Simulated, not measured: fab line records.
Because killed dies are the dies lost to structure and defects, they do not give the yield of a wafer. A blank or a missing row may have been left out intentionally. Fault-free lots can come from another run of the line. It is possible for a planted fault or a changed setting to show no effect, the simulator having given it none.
fab line records    flow n5Finfet
record lots=6  wafers=18  lastDay=17
route steps=1938 shown BEOL_M0_SAQP@699 BEOL_M0_CUTY@701 BEOL_M4@1111 PASSIVATION@1936
lots that met no fault: from a run of the same line without faults
startH: hours from the record's opening day to when the first of the lot's shown wafers began    waitH: hours elapsed since this lot's preceding step    " repeats the value in the row above    L1.1+2: one row covering several wafers at once    - value missing, or start not given    * or withheld: withheld    < > ~ a bound
route shown NAME@n: NAME is a module with steps in the file, n the number in the route of the first one    usual: mean and standard deviation over wafers with no fault    same: alike in all rows    chamber/n: place in a boat    sites: readings site by site    _std_site: standard deviation across them    _edge_site: the outer-site mean with the inner-site mean subtracted    radiusMm: for every site, how far away it sits from the centre of the wafer    mask NAME#n: copy n    behind: the tool/chamber that last shaped the wafer    hold: what put the lot on hold/how long, in hours/how the hold closed    device: the n, p or np transistor that did not switch    end of line: tests of these same wafers at the route's end    step lacking rows: just its recipe    killed: dies lost to structure and defects at the first sort, not the wafer's yield    map: a wafer's dies, marking killed ones x, the rest . and places with no die _
set.NAME: the setting the step ran with; set.NAME@STEP: the setting that earlier step ran with    model.NAME: the simulator's own value behind a step, which no gauge read
lots seen at some steps along the route; tables by step, rows by wafer
services: from which hour (startH, from the record's first day; less than 0 if before it) a tool's chamber was out of use, for how many hours, and why
## steps
# step N5_BEOL_M0_SAQP_ETCH_49
# recipe chemistry=CF4/O2  targetDepthA=370  target=SiO2  pressureMtorr=40  sourceW=535  biasW=49  Ar_flow_sccm=100  cf4FlowSccm=100  O2_flow_sccm=10  ionEnergyEv=100
# usual drypumpMotorCurrentA=5.74/0.27  oesProductAu=0.77/0.076  rfVppV=242/4.8  showerheadPlenumPTorr=2.21/0.063  throttleValvePct=15.92/0.19
lot.wafer  tool        chamber  startH  waitH  drypumpMotorCurrentA  oesProductAu  rfHoursCounterH  rfVppV  showerheadPlenumPTorr  throttleValvePct
L779.1     rieDiel-05  2        121.17  0.3    5.61                  0.88          40               240     2.24                   15.64
L779.4     "           0        "       "      5.85                  0.78          125              237     2.14                   16.13
L779.5     "           0        "       "      5.86                  0.77          -                238     2.14                   16.10
L786.1     rieDiel-06  2        162.34  0.3    5.51                  0.70          203              241     2.18                   15.80
L786.4     "           1        "       "      5.92                  0.73          165              245     2.30                   15.99
L786.5     "           1        "       "      5.89                  0.74          -                244     2.30                   15.99
L787.1     rieDiel-06  0        169.82  0.3    5.85                  0.74          149              235     2.21                   16.12
L787.2     "           3        "       "      5.78                  0.92          35               238     2.24                   15.91
L787.6     "           2        "       "      5.51                  0.70          -                240     2.18                   15.81
L790.1     rieDiel-03  0        182.33  0.3    5.39                  0.72          199              246     2.19                   15.99
L790.5     "           0        "       "      5.40                  0.71          -                245     2.19                   16.01
L790.6     "           1        "       "      6.23                  0.71          -                242     2.11                   16.08
L799.1     rieDiel-05  1        239.47  0.4    5.70                  0.73          183              248     2.19                   15.65
L799.4     "           0        "       "      5.83                  0.75          167              237     2.13                   16.21
L799.6     "           1        "       "      5.71                  0.72          -                249     2.19                   15.65
L801.1     rieDiel-03  1        251.88  0.4    6.24                  0.70          216              243     2.11                   16.13
L801.2     "           0        "       "      5.40                  0.70          223              245     2.18                   16.05
L801.5     "           1        "       "      6.23                  0.69          -                241     2.10                   16.11
# step N5_BEOL_M0_SAQP_STRIP_75
# recipe chemistry=CF4  resist=SiARC  powerW=300  biasPowerW=75  pressureMtorr=50  cf4FlowSccm=150  rfFrequencyHz=6e+07
# usual drypumpMotorCurrentA=5.74/0.26  oesProductAu=0.177/0.017  rfVppV=271.2/1.5  showerheadPlenumPTorr=1.81/0.049  throttleValvePct=13.67/0.19
lot.wafer  tool        chamber  startH  waitH  drypumpMotorCurrentA  oesProductAu  rfHoursCounterH  rfVppV  showerheadPlenumPTorr  throttleValvePct
L779.1     rieDiel-05  2        121.27  0.1    5.58                  0.203         40               271.8   1.82                   13.35
L779.4     "           0        "       "      5.87                  0.183         125              269.9   1.75                   13.85
L779.5     "           0        "       "      5.83                  0.181         -                269.1   1.75                   13.88
L786.1     rieDiel-06  2        162.44  0.1    5.51                  0.159         203              272.3   1.79                   13.60
L786.4     "           1        "       "      5.91                  0.172         165              273.5   1.87                   13.76
L786.5     "           1        "       "      5.91                  0.169         -                274.3   1.87                   13.76
L787.1     rieDiel-06  0        169.92  0.1    5.82                  0.170         149              269.2   1.81                   13.87
L787.2     "           3        "       "      5.81                  0.212         35               271.6   1.82                   13.59
L787.6     "           2        "       "      5.54                  0.160         -                270.9   1.78                   13.59
L790.1     rieDiel-03  0        182.43  0.1    5.38                  0.161         199              271.4   1.79                   13.78
L790.5     "           0        "       "      5.38                  0.169         -                270.8   1.79                   13.75
L790.6     "           1        "       "      6.22                  0.167         -                270.2   1.72                   13.83
L799.1     rieDiel-05  1        239.57  0.1    5.73                  0.170         183              271.8   1.80                   13.49
L799.4     "           0        "       "      5.87                  0.168         167              269.3   1.74                   13.98
L799.6     "           1        "       "      5.72                  0.173         -                270.5   1.80                   13.47
L801.1     rieDiel-03  1        251.98  0.1    6.23                  0.157         216              268.6   1.72                   13.88
L801.2     "           0        "       "      5.38                  0.157         223              271.4   1.78                   13.84
L801.5     "           1        "       "      6.22                  0.159         -                267.5   1.72                   13.88
# step N5_BEOL_M0_CUTY_COAT_50
# recipe resist=SiARC  tempC=220  timeS=60  spinRpm=1500  resistThkNm=15
# step N5_BEOL_M0_CUTY_COAT_51
# recipe resist=CAR-ArF-block  spinRpm=1500  resistThkNm=150
# step N5_BEOL_M0_CUTY_EBR_52
# recipe solvent=PGMEA  ebrWidthMm=1.5
# step N5_BEOL_M0_CUTY_SOFTBAKE_53
# recipe tempC=110  timeS=60  resist=CAR-ArF-block
# step N5_BEOL_M0_CUTY_EXPOSE_54
# recipe maskId=M0_ABLK  na=1.35  sourceShape=conventional  sigmaOuter=0.8  polarization=unpolarized  doseMj=36
# step N5_BEOL_M0_CUTY_PEB_55
# recipe pebTempC=110  pebTimeS=60  resist=CAR-ArF-block
# step N5_BEOL_M0_CUTY_DEVELOP_56
# recipe developTimeS=30  developer=TMAH  resist=CAR-ArF-block  rinseLiquid=diw  dry=airSpin  devTempC=23
# step N5_BEOL_M0_CUTY_CD_MEAS_57
# recipe targetCdNm=200  landingEnergyEv=500  detector=seInlens  polarity=line
# usual cdNm=200.0/1
lot.wafer  tool      chamber  startH  waitH  cdNm
L779.1     cdSem-01  0        121.66  -      199.4
L779.4     "         0        "       "      200.1
L779.5     "         0        "       "      199.6
L786.1     cdSem-02  0        162.83  -      199.7
L786.4     "         0        "       "      199.5
L786.5     "         0        "       "      201.0
L787.1     cdSem-01  0        170.18  -      198.2
L787.2     "         0        "       "      200.7
L787.6     "         0        "       "      199.8
L790.1     cdSem-01  0        182.82  -      199.3
L790.5     "         0        "       "      199.0
L790.6     "         0        "       "      200.4
L799.1     cdSem-01  0        239.96  -      198.8
L799.4     "         0        "       "      198.2
L799.6     "         0        "       "      198.4
L801.1     cdSem-03  0        252.25  -      200.1
L801.2     "         0        "       "      201.1
L801.5     "         0        "       "      200.1
# step N5_BEOL_M0_CUTY_OVL_MEAS_58
# recipe pointsPerWafer=44
# usual M0_ABLK_OVL=0.3/0.63
lot.wafer  tool        chamber  startH  waitH  M0_ABLK_OVL[nm]
L779.1     overlay-01  0        121.69  0.0    2.2
L779.4     "           0        "       "      0.8
L779.5     "           0        "       "      0.7
L786.1     overlay-01  0        162.87  0.0    0.6
L786.4     "           0        "       "      0.4
L786.5     "           0        "       "      0.7
L787.1     overlay-01  0        170.23  0.0    0.4
L787.2     "           0        "       "      0.5
L787.6     "           0        "       "      -0.4
L790.1     overlay-01  0        182.85  0.0    -1.0
L790.5     "           0        "       "      -0.1
L790.6     "           0        "       "      0.5
L799.1     overlay-02  0        239.99  0.0    1.5
L799.4     "           0        "       "      0.1
L799.6     "           0        "       "      0.0
L801.1     overlay-02  0        252.28  0.0    0.4
L801.2     "           0        "       "      0.7
L801.5     "           0        "       "      0.5
# step N5_BEOL_M0_CUTY_INSPECT_59
# recipe mode=adi  inspectInstrument=macro
# usual rawDefectCount=2.2/1.4
lot.wafer  tool              chamber  startH  waitH  rawDefectCount
L779.1     defectInspect-02  -        121.71  0.0    3
L779.4     "                 -        "       "      2
L779.5     "                 -        "       "      0
L786.1     defectInspect-01  -        162.90  0.0    2
L786.4     "                 -        "       "      3
L786.5     "                 -        "       "      0
L787.1     defectInspect-01  -        170.25  0.0    4
L787.2     "                 -        "       "      5
L787.6     "                 -        "       "      1
L790.1     defectInspect-02  -        182.87  0.0    3
L790.5     "                 -        "       "      0
L790.6     "                 -        "       "      2
L799.1     defectInspect-01  -        240.01  0.0    3
L799.4     "                 -        "       "      2
L799.6     "                 -        "       "      1
L801.1     defectInspect-01  -        252.30  0.0    4
L801.2     "                 -        "       "      2
L801.5     "                 -        "       "      3
# step N5_BEOL_M0_CUTY_DESCUM_61
# recipe chemistry=O2  timeS=7.9  sourcePowerW=50  biasPowerW=20  pressureMtorr=20  rfFrequencyHz=2.712e+07  tempC=40  resist=CAR-ArF-block  o2FlowSccm=225
# usual drypumpMotorCurrentA=5.9/0.35  oesProductAu=0.81/0.1  rfVppV=243.2/1.2  showerheadPlenumPTorr=2.10/0.051  throttleValvePct=20.5/0.31
lot.wafer  tool        chamber  startH  waitH  drypumpMotorCurrentA  oesProductAu  rfHoursCounterH  rfVppV  showerheadPlenumPTorr  throttleValvePct  model.CAR-ArF-block_of_BEOL_M0_CUTY_COAT_51.thkNm
L779.1     rieDiel-01  0        122.61  0.9    5.9                   0.74          188              241.2   2.01                   20.9              143.6
L779.4     "           2        "       "      6.5                   0.69          -                243.8   2.14                   20.4              143.6
L779.5     "           0        "       "      5.9                   0.74          -                241.1   2.01                   20.9              143.4
L786.1     rieDiel-01  3        162.93  0.0    5.6                   0.81          121              244.1   2.12                   20.8              143
L786.4     "           0        "       "      5.9                   0.73          -                240.5   2.01                   20.9              143.4
L786.5     "           1        "       "      5.8                   0.99          -                244.7   2.15                   20.4              143.6
L787.1     rieDiel-01  1        170.37  0.1    5.8                   0.98          12               244.0   2.15                   20.4              142
L787.2     "           3        "       "      5.6                   0.79          124              243.3   2.12                   20.8              142
L787.6     "           3        "       "      5.6                   0.80          -                242.6   2.12                   20.8              142.4
L790.1     rieDiel-02  2        182.93  0.1    6.0                   0.80          101              243.4   2.12                   20.2              143.2
L790.5     "           0        "       "      5.9                   0.76          -                242.9   2.10                   20.7              143.4
L790.6     "           2        "       "      6.0                   0.80          -                243.2   2.12                   20.2              143.2
L799.1     rieDiel-02  1        240.05  0.0    6.3                   0.85          57               243.8   2.14                   20.6              144.4
L799.4     "           3        "       "      5.6                   0.69          -                243.4   2.13                   20.4              143.8
L799.6     "           1        "       "      6.3                   0.85          -                243.8   2.14                   20.6              143.2
L801.1     rieDiel-01  3        252.33  0.0    5.6                   0.78          152              244.9   2.11                   20.9              143.4
L801.2     "           0        "       "      5.9                   0.70          240              240.7   1.99                   21.0              143.4
L801.5     "           2        "       "      6.4                   0.90          -                244.3   2.12                   20.1              143.4
# step N5_BEOL_M0_CUTY_ETCH_62
# recipe chemistry=CF4  target=SiARC  maskMaterial=CAR-ArF-block  timeS=58.5  ionEnergyEv=80  pressureMtorr=40  sourceW=545  biasW=36  Ar_flow_sccm=100  cf4FlowSccm=100  ends=cleared
# usual drypumpMotorCurrentA=5.9/0.35  etchRfOnTimeS=58.7/1.6  oesProductAu=0.68/0.088  rfVppV=184.1/1.1  showerheadPlenumPTorr=2.15/0.056  throttleValvePct=15.69/0.29
lot.wafer  tool        chamber  startH  waitH  drypumpMotorCurrentA  etchRfOnTimeS  oesProductAu  rfHoursCounterH  rfVppV  showerheadPlenumPTorr  throttleValvePct  model.CAR-ArF-block_of_BEOL_M0_CUTY_COAT_51.thkNm
L779.1     rieDiel-01  0        122.64  0.0    5.9                   61.2           0.61          188              184.0   2.04                   15.93             118.4
L779.4     "           2        "       "      6.5                   60.0           0.59          -                184.6   2.20                   15.73             118.4
L779.5     "           0        "       "      5.9                   61.5           0.61          -                184.1   2.04                   15.93             118.4
L786.1     rieDiel-01  3        162.97  0.0    5.6                   56.2           0.70          121              184.9   2.16                   15.94             117.8
L786.4     "           0        "       "      5.9                   60.5           0.60          -                184.8   2.04                   15.99             118.2
L786.5     "           1        "       "      5.8                   57.2           0.83          -                185.2   2.19                   15.39             118.6
L787.1     rieDiel-01  1        170.40  0.0    5.8                   57.3           0.82          12               184.1   2.19                   15.37             117
L787.2     "           3        "       "      5.6                   57.0           0.69          124              185.2   2.16                   15.94             117
L787.6     "           3        "       "      5.6                   57.2           0.68          -                183.3   2.16                   15.96             117.2
L790.1     rieDiel-02  2        182.97  0.0    6.0                   59.5           0.66          101              184.0   2.17                   15.39             118.2
L790.5     "           0        "       "      5.9                   57.9           0.63          -                185.0   2.12                   15.71             118.2
L790.6     "           2        "       "      6.0                   59.0           0.67          -                183.3   2.17                   15.41             118.2
L799.1     rieDiel-02  1        240.08  0.0    6.3                   57.8           0.71          57               182.4   2.18                   15.69             119.2
L799.4     "           3        "       "      5.6                   58.7           0.60          -                185.2   2.20                   15.81             118.6
L799.6     "           1        "       "      6.3                   58.0           0.71          -                183.5   2.18                   15.68             118.2
L801.1     rieDiel-01  3        252.37  0.0    5.6                   55.9           0.68          152              184.2   2.15                   16.00             118.4
L801.2     "           0        "       "      5.9                   61.2           0.59          240              183.4   2.03                   16.04             118.4
L801.5     "           2        "       "      6.5                   58.3           0.77          -                183.3   2.18                   15.34             118.2
# step N5_BEOL_M0_CUTY_ETCH_63
# recipe chemistry=N2/H2  target=SOC  targetDepthA=827  overetchA=165  maskMaterial=SiARC  tempC=40  ionEnergyEv=200  timeS=124  pressureMtorr=30  sourceW=840  biasW=150  n2FlowSccm=200  h2FlowSccm=200
# usual drypumpMotorCurrentA=5.9/0.35  oesProductAu=0.66/0.077  rfVppV=524.0/2.1  showerheadPlenumPTorr=2.55/0.07  throttleValvePct=17.9/0.31
lot.wafer  tool        chamber  startH  waitH  drypumpMotorCurrentA  oesProductAu  rfHoursCounterH  rfVppV  showerheadPlenumPTorr  throttleValvePct
L779.1     rieDiel-01  0        122.69  0.0    5.9                   0.60          188              519.7   2.41                   18.1
L779.4     "           2        "       "      6.4                   0.58          -                524.7   2.60                   17.8
L779.5     "           0        "       "      5.9                   0.61          -                519.9   2.41                   18.1
L786.1     rieDiel-01  3        163.01  0.0    5.6                   0.65          121              524.8   2.57                   18.2
L786.4     "           0        "       "      5.9                   0.60          -                521.0   2.41                   18.1
L786.5     "           1        "       "      5.8                   0.79          -                525.4   2.62                   17.7
L787.1     rieDiel-01  1        170.45  0.0    5.8                   0.78          12               524.6   2.61                   17.7
L787.2     "           3        "       "      5.6                   0.64          124              523.3   2.57                   18.3
L787.6     "           3        "       "      5.6                   0.65          -                523.7   2.57                   18.3
L790.1     rieDiel-02  2        183.01  0.0    6.0                   0.64          101              524.7   2.56                   17.6
L790.5     "           0        "       "      5.8                   0.61          -                524.1   2.55                   18.1
L790.6     "           2        "       "      6.0                   0.65          -                524.3   2.56                   17.6
L799.1     rieDiel-02  1        240.13  0.0    6.3                   0.67          57               524.9   2.58                   17.8
L799.4     "           3        "       "      5.6                   0.57          -                526.3   2.59                   17.8
L799.6     "           1        "       "      6.3                   0.68          -                525.1   2.58                   17.9
L801.1     rieDiel-01  3        252.42  0.0    5.6                   0.63          152              524.6   2.56                   18.3
L801.2     "           0        "       "      5.9                   0.58          240              519.6   2.39                   18.2
L801.5     "           2        "       "      6.5                   0.74          -                524.8   2.58                   17.4
# step N5_BEOL_M4_RC_MEAS_101
# usual DIBL_N=36.6/2.1  DIBL_P=36.3/2.2  IOFF_N=0.16/0.036  IOFF_P=0.21/0.038  ION_N=671/12  ION_P=460/7.5  SS_N=71.8/0.72  SS_P=73.3/0.72  VT_N=250/3.2  VT_P=-250/3.5
lot.wafer  tool       chamber  startH  waitH  DIBL_N[mV/V]  DIBL_P[mV/V]  IOFF_N[nA/um]  IOFF_P[nA/um]  ION_N[uA/um]  ION_P[uA/um]  SS_N[mV/dec]  SS_P[mV/dec]  VT_N[mV]  VT_P[mV]
L779.1     prober-01  0        171.68  0.0    42.0          39.6          0.24           0.30           681           466           73.4          74.4          247       -244
L779.4     "          0        "       "      36.9          33.8          0.14           0.20           661           455           71.7          73.2          252       -249
L779.5     "          0        "       "      37.6          34.7          0.16           0.23           671           466           71.6          73.2          252       -248
L786.1     prober-01  0        208.95  0.0    34.1          33.5          0.14           0.18           662           451           70.5          73.2          252       -253
L786.4     "          0        "       "      34.2          35.0          0.14           0.20           673           466           70.8          72.8          251       -253
L786.5     "          0        "       "      33.3          33.0          0.13           0.18           665           458           70.1          72.7          251       -253
L787.1     prober-02  0        218.49  0.0    34.6          35.7          0.15           0.20           680           468           71.6          72.4          248       -249
L787.2     "          0        "       "      35.4          36.6          0.16           0.22           680           468           72.0          73.2          249       -250
L787.6     "          0        "       "      37.0          38.1          0.18           0.23           672           460           71.9          73.1          249       -247
L790.1     prober-01  0        227.04  0.0    38.6          38.7          0.20           0.24           673           466           72.2          73.7          247       -247
L790.5     "          0        "       "      36.8          36.3          0.17           0.21           682           465           71.4          73.0          246       -249
L790.6     "          0        "       "      38.1          38.7          0.19           0.25           665           456           72.6          73.9          247       -248
L799.1     prober-01  0        290.79  0.0    36.8          35.6          0.16           0.24           669           462           71.5          73.6          249       -249
L799.4     "          0        "       "      33.8          31.9          0.11           0.18           635           448           71.4          71.7          256       -249
L799.6     "          0        "       "      34.5          32.6          0.13           0.19           668           458           71.1          72.1          250       -248
L801.1     prober-02  0        299.96  0.0    34.6          33.4          0.13           0.20           673           467           70.8          72.5          250       -248
L801.2     "          0        "       "      34.7          33.6          0.14           0.20           670           467           71.4          73.4          250       -249
L801.5     "          0        "       "      33.6          32.9          0.12           0.19           658           463           70.4          73.4          255       -250
# step N5_PASSIVATION_PROBE_49
# usual defectLimitedYield=91.1/1.4  killed_at_M0_to_M3=33/9.1  killed_at_M4_up=14/5.6  killedAtContacts=13/5.7  killedAtFrontEnd=42/12  killedAtOther=4/3  killedDies=105/16  killedOpen=69/11  killedShort=34/7.5  sort_bin_5_function=5.2/0.91  sort_bin_6_memory=3.3/0.64  sort_bin_8_speed=0.0/0.37  sortNPass=1075/16  sortYieldPct=91.1/1.4
# same grossDies=1180  killedAtBackSide=0  sort_bin_4_leakage[%]=0
lot.wafer  tool       chamber  startH  waitH  defectLimitedYield[%]  killed_at_M0_to_M3  killed_at_M4_up  killedAtContacts  killedAtFrontEnd  killedAtOther  killedDies  killedOpen  killedShort  sort_bin_5_function[%]  sort_bin_6_memory[%]  sort_bin_8_speed[%]  sortNPass  sortYieldPct[%]
L779.1     prober-02  -        263.47  0.0    91.1                   25                  22               18                36                4              105         69          34           5.7                     2.9                   0                    1075       91.1
L779.4     prober-02  -        263.62  0.2    91.7                   24                  13               25                34                2              98          62          33           5.0                     2.9                   0                    1082       91.7
L779.5     prober-02  -        263.67  0.2    88.7                   34                  15               9                 63                12             133         78          53           6.9                     3.8                   0                    1047       88.7
L790.1     prober-02  -        326.50  0.0    91.9                   31                  10               14                33                7              95          66          29           3.8                     4.0                   0                    1085       91.9
L790.5     prober-02  -        326.70  0.2    91.5                   30                  14               11                37                8              100         73          25           5.1                     3.0                   0                    1080       91.5
L790.6     prober-02  -        326.75  0.3    90.5                   53                  24               7                 25                3              112         78          34           4.9                     4.3                   0                    1068       90.5
# killed by level:class
L779.1 MOL_CONTACT_COAG:geometricParticle:open=16 BEOL_M4:geometricParticle:open=12 FIN_SAQP:geometricParticle:open=9 BEOL_M2:geometricParticle:open=9 BEOL_M0_SAQP:geometricParticle:short=5 STARTING-WAFER:geometricParticle:short=5 BEOL_M4:geometricParticle:short=4 STI_FIN_REVEAL:geometricParticle:open=4
L779.4 MOL_CONTACT_COAG:geometricParticle:open=20 GATE_CUT:geometricParticle:open=6 FIN_SAQP:geometricParticle:short=5 GATE_CUT:geometricParticle:short=5 BEOL_M0_SAQP:geometricParticle:open=5 BEOL_M0_SAQP:geometricParticle:short=5 BEOL_M8:geometricParticle:open=5 MOL_CONTACT_COAG:geometricParticle:short=4
L779.5 FIN_SAQP:geometricParticle:open=16 FIN_SAQP:geometricParticle:short=16 BEOL_M0_SAQP:geometricParticle:short=12 MOL_CONTACT_COAG:geometricParticle:open=8 STARTING-WAFER:geometricParticle:open=8 GATE_CUT:geometricParticle:short=6 PAD_METAL:geometricParticle:open=6 BEOL_M0_SAQP:geometricParticle:open=6
L790.1 BEOL_M0_SAQP:geometricParticle:open=12 MOL_CONTACT_COAG:geometricParticle:open=10 DUMMY_GATE:geometricParticle:open=9 FIN_SAQP:geometricParticle:open=8 BEOL_M0_SAQP:geometricParticle:short=7 BEOL_M3:geometricParticle:open=7 FIN_SAQP:geometricParticle:short=4 MOL_CONTACT_COAG:geometricParticle:short=4
L790.5 MOL_CONTACT_COAG:geometricParticle:open=10 BEOL_M4:geometricParticle:open=10 FIN_SAQP:geometricParticle:open=8 ILD0:geometricParticle:open=7 BEOL_M0_SAQP:geometricParticle:open=7 FIN_SAQP:geometricParticle:short=5 DUMMY_GATE:geometricParticle:open=5 BEOL_M3:geometricParticle:open=5
L790.6 BEOL_M0_SAQP:geometricParticle:short=13 BEOL_M4:geometricParticle:open=12 BEOL_M3:geometricParticle:open=11 BEOL_M1:geometricParticle:open=8 STI_FIN_REVEAL:geometricParticle:open=7 BEOL_M0_SAQP:geometricParticle:open=7 MOL_CONTACT_COAG:geometricParticle:open=7 BEOL_M2:geometricParticle:open=5
## services
tool        chamber  startH  hours  kind
rieDiel-03  2        100.80  22.0   repair
rieDiel-06  1        113.13  2.7    repair
rieDiel-01  1        118.84  -      clean
rieDiel-01  1        118.84  -      consumableReplace:focusRing
rieDiel-01  1        118.84  22.1   scheduledDown
rieDiel-01  1        118.84  22.1   ventCycle
rieDiel-03  2        125.25  -      clean
rieDiel-03  2        125.25  -      consumableReplace:focusRing
rieDiel-03  2        125.25  -      consumableReplace:showerhead
rieDiel-03  2        125.25  35.9   scheduledDown
rieDiel-03  2        125.25  35.9   ventCycle
rieDiel-05  3        126.60  -      clean
rieDiel-05  3        126.60  -      consumableReplace:focusRing
rieDiel-05  3        126.60  -      consumableReplace:showerhead
rieDiel-05  3        126.60  13.2   scheduledDown
rieDiel-05  3        126.60  13.2   ventCycle
rieDiel-05  2        147.57  7.4    repair
rieDiel-01  2        154.11  -      clean
rieDiel-01  2        154.11  -      consumableReplace:focusRing
rieDiel-03  2        214.25  38.8   repair
rieDiel-02  2        231.84  21.6   repair
## key
firstSign none at tools or gauges
modelEffect step=N5_BEOL_M0_CUTY_DESCUM_61  value=CAR-ArF-block_of_BEOL_M0_CUTY_COAT_51.thkNm  without=143.5  struck=142.7
modelEffect step=N5_BEOL_M0_CUTY_ETCH_62  value=CAR-ArF-block_of_BEOL_M0_CUTY_COAT_51.thkNm  without=118.4  struck=117.6
metAt N5_BEOL_M0_CUTY_DESCUM_61
struckWafers L786.1,L786.4,L786.5,L787.1,L787.2,L787.6
onsetBetween 122.61 162.93
alsoFits N5_BEOL_M0_SAQP_ETCH_49:rieDiel-06,N5_BEOL_M0_SAQP_STRIP_75:rieDiel-06
fault kind=processParameterDrift  tool=rieDiel-01  chamber=-  onsetH=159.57  steps=N5_BEOL_M0_CUTY_DESCUM_61  channel=timeS  offset=*  shape=step  endH=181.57  actsIn=*  stated=*
